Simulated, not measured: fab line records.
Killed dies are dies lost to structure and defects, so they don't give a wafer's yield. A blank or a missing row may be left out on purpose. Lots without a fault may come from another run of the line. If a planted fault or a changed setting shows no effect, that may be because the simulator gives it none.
Matching of chambers	flow nand harc	NHARC_A_ZERO_WELL_DESCUM_12 on rie diel-05 has 4 sister chambers
The step chemistry O2, time 3 s. 4 wafers are shown with their chamber, then 7 later ones without.

## EACH WAFER AND ITS CHAMBER
wafer	chamber	showerhead plenum p Torr (Torr)
L381.3	2	1.85
L382.6	1	1.90
L383.1	3	1.78
L383.2	0	2.04

## WAFERS MISSING THEIR CHAMBER
wafer	showerhead plenum p Torr (Torr)
L383.4	1.91
L384.1	1.78
L384.3	1.90
L384.5	1.85
L385.4	2.04
L385.5	1.91
L385.6	2.04

## WHICH CHAMBER EACH ONE RAN IN
wafer	from the rows above	in truth
L383.4	1	1
L384.1	3	3
L384.3	1	1
L384.5	2	2
L385.4	0	0
L385.5	1	1
L385.6	0	0
Placed correctly: 7 of 7. Number that these rows cannot place: 0. Placed wrongly: 0.
How it was worked out, from the rows above alone: a wafer's distance from a chamber is the root of the sum, over the readings, of the square of ((its reading less the chamber's mean) divided by the reading's scatter). If the next closest chamber is less than 2 further off than the closest, the wafer can't be placed; otherwise it belongs to the closest. The mean given for a chamber averages the wafers shown for that chamber. The scatter: root of mean squared gap, hidden wafer to nearest shown wafer, with one shown wafer a chamber.
